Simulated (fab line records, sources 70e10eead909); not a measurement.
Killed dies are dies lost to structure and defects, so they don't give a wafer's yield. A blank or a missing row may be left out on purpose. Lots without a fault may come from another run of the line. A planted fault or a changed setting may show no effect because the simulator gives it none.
Which tool did it? | flow nand_harc | 6 lots, 18 wafers sampled, at 1 step of a route of 1302

WHAT THE GAUGES READ, wafer by wafer
NHARC_P_STI_INSPECT_25.
lot  | measured     | on                | raw_defect_count
L935 | day 4 19:20  | defect_inspect-01 | 306 196 215
L940 | day 6 19:26  | defect_inspect-01 | 148 216 242
L946 | day 10 00:37 | defect_inspect-02 | 265 220 401
L949 | day 11 00:34 | defect_inspect-01 | 298 348 283
L951 | day 11 22:50 | defect_inspect-01 | 151 163 160
L955 | day 13 02:07 | defect_inspect-01 | 144 157 143

WHICH TOOL RAN EACH LOT (tool, then ch and the chambers of the sampled wafers, then the start)
The record holds no process step before these readings.

THE ANSWER, worked out from the rows above alone
Rule: what is usual is taken from the lots themselves. Put in order of their means at a reading, lots are off if they are a third of the lots or fewer, leave a main group of 4 or more, and stand apart from it by a gap of 3 or more times the standard deviation of the main group's means; of several such gaps the widest counts. A main group whose means are all the same, to the digits that the tables above print for the reading, isn't used. A lot without any number at a reading at which 4 lots or more have one is off too. The other lots that the step has rows for count as sound.
No lot is off at any reading shown: from this, nothing can be told.

WHAT THE SIMULATOR HAD PUT IN
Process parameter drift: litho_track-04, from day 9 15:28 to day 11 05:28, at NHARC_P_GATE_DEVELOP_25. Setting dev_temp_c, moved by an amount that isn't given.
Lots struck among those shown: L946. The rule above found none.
